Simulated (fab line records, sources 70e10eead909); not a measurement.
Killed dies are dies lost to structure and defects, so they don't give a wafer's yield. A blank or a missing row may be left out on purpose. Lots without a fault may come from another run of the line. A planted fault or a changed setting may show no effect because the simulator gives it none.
Chamber matching | flow nand_harc | NHARC_A_STAIRCASE_TRIM_187 on rie_diel-09: 4 sister chambers
The step chemistry O2, time 211.2 s. 16 wafers are shown with their chamber, then 8 later ones without.

WAFERS WITH THEIR CHAMBER
wafer  | chamber | showerhead_plenum_p_Torr (Torr) | drypump_motor_current_A (A) | rf_vpp_V (V)
L074.3 | 3       | 3.55                            | 4.9                         | 56.9
L074.4 | 1       | 3.38                            | 5.5                         | 57.3
L074.5 | 3       | 3.55                            | 4.9                         | 54.9
L076.1 | 1       | 3.38                            | 5.5                         | 57.6
L076.3 | 2       | 3.40                            | 5.6                         | 58.1
L076.4 | 3       | 3.55                            | 4.9                         | 57.4
L078.1 | 0       | 3.77                            | 5.8                         | 57.5
L078.4 | 2       | 3.40                            | 5.6                         | 57.1
L078.6 | 1       | 3.38                            | 5.5                         | 57.5
L084.1 | 3       | 3.53                            | 4.8                         | 57.8
L084.3 | 0       | 3.76                            | 5.8                         | 58.2
L084.4 | 1       | 3.36                            | 5.5                         | 58.5
L083.2 | 0       | 3.76                            | 5.8                         | 57.3
L083.4 | 1       | 3.36                            | 5.5                         | 58.5
L083.5 | 0       | 3.76                            | 5.8                         | 57.8
L086.1 | 2       | 3.38                            | 5.5                         | 58.4

SIGNATURES (means of the wafers above)
reading                  | chamber 0 | chamber 1 | chamber 2 | chamber 3 | scatter within a chamber
showerhead_plenum_p_Torr | 3.7625    | 3.3720    | 3.3933    | 3.5450    | 0.00967
drypump_motor_current_A  | 5.800     | 5.500     | 5.567     | 4.875     | 0.0344
rf_vpp_V                 | 57.700    | 57.880    | 57.867    | 56.750    | 0.8
Rule: a wafer's distance from a chamber is the root of the sum, over the readings, of the square of ((its reading less the chamber's mean) divided by the reading's scatter). The wafer belongs to the nearest chamber; if the next one is less than 2 further off, it can't be placed. The scatter: the root of (the sum of the squares of (reading less its chamber's mean) over the shown wafers, divided by (wafers less chambers)).

WAFERS WITHOUT THEIR CHAMBER
wafer  | showerhead_plenum_p_Torr (Torr) | drypump_motor_current_A (A) | rf_vpp_V (V)
L086.4 | 3.53                            | 4.9                         | 58.4
L086.6 | 3.75                            | 5.8                         | 56.8
L096.1 | 3.37                            | 5.6                         | 57.1
L096.2 | 3.74                            | 5.8                         | 58.0
L096.4 | 3.35                            | 5.5                         | 57.7
L095.1 | 3.51                            | 4.9                         | 57.7
L095.3 | 3.74                            | 5.8                         | 59.3
L095.5 | 3.37                            | 5.6                         | 56.9

WHICH CHAMBER EACH WENT THROUGH
wafer  | from the rows above     | in truth
L086.4 | 3                       | 3
L086.6 | 0                       | 0
L096.1 | can't be placed: 2 or 1 | 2
L096.2 | 0                       | 0
L096.4 | 1                       | 1
L095.1 | 3                       | 3
L095.3 | 0                       | 0
L095.5 | can't be placed: 2 or 1 | 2
Placed correctly: 6 of 8. Can't be placed from these rows: 2 (the true chamber is among the candidates in 2). Placed wrongly: 0.
